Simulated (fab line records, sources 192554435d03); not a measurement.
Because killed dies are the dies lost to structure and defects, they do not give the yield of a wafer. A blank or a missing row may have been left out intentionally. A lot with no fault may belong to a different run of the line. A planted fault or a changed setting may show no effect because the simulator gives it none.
A lot that was struck, set against a sound lot	flow n5-finfet	38 out of 1938 route steps
Sound: these wafers, L792.1, L792.2, L792.6. Struck: wafers L800.2, L800.5 (left out: L800.3, a lot-mate that was not struck); the cause follows at the end.
Per side, at each step with rows, come the tool, then ch with its chambers, and then its first start. Under that, the readings that differ: sound wafers	struck wafers	difference of the means	sigmas: that difference in standard deviations of wafers without a fault.
alike: readings whose means differ by less than 2 such deviations, and words and numbers that are the same on both sides. not compared: withheld readings, readings that some wafer has no value for, bounds like >300 that may hide the same value, and numbers for which the record gives no deviation and whose values overlap.
A row with sigmas, a row that says differs or no value, or rows on one side alone: a step with any of these is where the two part. Numbers that don't overlap but have no deviation are shown without sigmas and don't part them. A reading that every wafer of one side lacks parts them only if that side has two wafers or more.

first, 9 steps without rows for these wafers: N5_BEOL_M0_CUTY_PEB_55 (peb time 60 s); N5_BEOL_M0_CUTY_DEVELOP_56 (develop time 30 s); N5_BEOL_M0_CUTY_DESCUM_61 (chemistry O2, time 7.9 s); N5_BEOL_M0_CUTY_ETCH_62 (etches SiARC in CF4, time 58.5 s); N5_BEOL_M0_CUTY_ETCH_63 (etches SOC in N2/H2, target depth 82.7 nm, overetch 16.5 nm, time 124 s); N5_BEOL_M0_CUTY_STRIP_64 (strips in N2/H2); N5_BEOL_M0_ETCH_138 (etches SiCN in CH3F/O2, target depth 12 nm, time 31.6 s); N5_BEOL_M0_HM_OPEN_105 (chemistry Cl2/BCl3, target TiN, target depth 12 nm); N5_BEOL_M0_STRIP_140 (strips in CF4).
N5_BEOL_M0_STRIP_104: strips in N2/H2.
  sound on rie-diel-02 ch 0,1,3, day 7 09:41; struck on rie-diel-02 ch 1, day 10 06:30
  alike: drypump-motor-current-A, n2-flow-sccm, oes-product-au, power-w, rf-vpp-V, showerhead-plenum-p-Torr, temp-c, throttle-valve-pct
  not compared: rf-hours-counter-h
then, 27 steps without rows for these wafers: N5_BEOL_M0_WET_ETCH_106 (etches SiO2 in DHF, target depth 130 nm, rinse time 30 s); N5_BEOL_M0_ETCH_128 (etches SiCN in CF4/N2, target depth 12 nm, overetch 5.1 nm, time 21.4 s); N5_BEOL_M0_TRENCH_ETCH_107 (etches SiOC in C4F6/O2, target depth 32.8 nm, time 16.4 s); N5_BEOL_M0_STRIP_142 (strips in N2/H2, time 10 s); N5_BEOL_M0_HM_STRIP_129 (strips TiN in peroxide tin strip, target depth 17 nm, time 108 s); N5_BEOL_M0_SRD_130 (time 30 s); N5_BEOL_M0_ETCH_109 (etches SiCN in CH3F/O2, target depth 8 nm, overetch 2.4 nm, time 27.4 s); N5_BEOL_M0_STRIP_139 (strips in post etch residue remover, time 60 s); N5_BEOL_M0_SRD_111 (time 30 s); N5_BEOL_M0_DEGAS_112 (time 60 s); N5_BEOL_M0_PRE_CLEAN_113 (time 30 s); N5_BEOL_M0_ALD_136 (deposits TaN, pulse time 2 s, purge time 3 s, co reactant purge time 2 s); N5_BEOL_M0_SURFACE_TREAT_137; N5_BEOL_M0_CVD_115 (deposits Co from CCTBA/H2, time 120 s); N5_BEOL_M0_SPUTTER_116 (material Cu, target thk 4 nm, time 7.37 s); N5_BEOL_M0_ANNEAL_117 (time 60 s); N5_BEOL_M0_SPUTTER_132 (material Cu, target thk 4 nm, time 7.37 s); N5_BEOL_M0_ANNEAL_133 (time 60 s); N5_BEOL_M0_SPUTTER_134 (material Cu, target thk 4 nm, time 7.37 s); N5_BEOL_M0_ANNEAL_135 (time 60 s); N5_BEOL_M0_SPUTTER_141 (material Cu, target thk 4 nm, time 7.37 s); N5_BEOL_M0_ECD_118 (material Cu, target thk 300 nm); N5_BEOL_M0_ANNEAL_119 (time 90 s); N5_BEOL_M0_CMP_120 (polishes, stops on SiOC, t overpolish 6.9 s); N5_BEOL_M0_PRE_CLEAN_131 (time 15 s); N5_BEOL_M0_CO_CAP_123 (material Co, precursor CCTBA/H2, target thk 2 nm, time 102.1 s); N5_BEOL_M0_PRE_CLEAN_124 (time 15 s).
-- record jumps: 6 days separate the struck wafers' starts on either side; left off in module BEOL_M0, taken up again in module PASSIVATION, whose first shown step is the route's number 1936 --
N5_PASSIVATION_PROBE_49:
  sound on prober-02, day 13 17:00; struck on prober-01, day 16 06:09
reading	sound	struck	difference	sigmas
defect-limited-yield (%)	92.1 90.4 92.3	87.0 85.0	-5.6	-3
killed_at_M0_to_M3	30 37 35	110 120	+81	+7
killed-dies	93 113 91	153 177	+66	+3
sort_bin_5_function (%)	5.1 5.4 4.4	8.4 10.1	+4.3	+4
sort-n-pass	1087 1067 1089	1027 1003	-66	-3
sort-yield-pct (%)	92.1 90.4 92.3	87.0 85.0	-5.6	-3
  alike: killed_at_M4_up, killed-at-contacts, killed-at-front-end, killed-at-other, killed-on-rim, killed-open, killed-short, sort_bin_6_memory

WHERE THEY PART
At N5_PASSIVATION_PROBE_49 and nowhere else, as far as this record goes.

WHY: what had been put in by the simulator
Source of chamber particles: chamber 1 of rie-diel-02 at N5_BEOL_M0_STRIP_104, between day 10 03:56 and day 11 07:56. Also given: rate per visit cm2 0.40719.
